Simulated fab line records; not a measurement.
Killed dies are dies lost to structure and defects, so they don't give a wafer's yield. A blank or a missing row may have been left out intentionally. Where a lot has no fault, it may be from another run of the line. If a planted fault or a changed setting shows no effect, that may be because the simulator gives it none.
Chamber matching + flow n5-finfet + N5_BEOL_M2_PRE_CLEAN_60 on cvd-co-02 has 3 sister chambers
The step time 15 s. 6 wafers are shown with their chamber, then 12 later ones without.

## WAFERS PAIRED WITH THEIR CHAMBERS
| wafer  | chamber | heater-power-w (W) |
|--------|---------|--------------------|
| L082.5 | 2       | 121                |
| L086.5 | 0       | 98                 |
| L086.6 | 1       | 91                 |
| L089.3 | 0       | 98                 |
| L089.5 | 2       | 121                |
| L089.6 | 1       | 88                 |

## WAFERS WITH NO CHAMBER GIVEN
| wafer  | heater-power-w (W) |
|--------|--------------------|
| L090.1 | 96                 |
| L090.5 | 99                 |
| L090.6 | 125                |
| L092.1 | 97                 |
| L092.2 | 128                |
| L092.4 | 98                 |
| L096.2 | 126                |
| L096.4 | 90                 |
| L096.6 | 120                |
| L097.3 | 95                 |
| L097.5 | 121                |
| L097.6 | 96                 |

## THE CHAMBER EACH PASSED THROUGH
| wafer  | from the rows above | in truth |
|--------|---------------------|----------|
| L090.1 | 0                   | 0        |
| L090.5 | 0                   | 0        |
| L090.6 | 2                   | 2        |
| L092.1 | 0                   | 0        |
| L092.2 | 2                   | 2        |
| L092.4 | 0                   | 0        |
| L096.2 | 2                   | 2        |
| L096.4 | 1                   | 1        |
| L096.6 | 2                   | 2        |
| L097.3 | 0                   | 0        |
| L097.5 | 2                   | 2        |
| L097.6 | 0                   | 0        |
Placed correctly: 12 of 12. Number that these rows cannot place: 0. 0 placed wrongly.
How it was worked out, from the rows above alone: a wafer's distance from a chamber is the root of the sum, over the readings, of the square of ((its reading less the chamber's mean) divided by the reading's scatter). If the next closest chamber is less than 2 further off than the closest, the wafer can't be placed; otherwise it belongs to the closest. The mean given for a chamber averages the wafers shown for that chamber. The scatter: take each reading less its chamber's mean, square it, sum over the shown wafers, divide by the number of wafers less the number of chambers, and take the root.
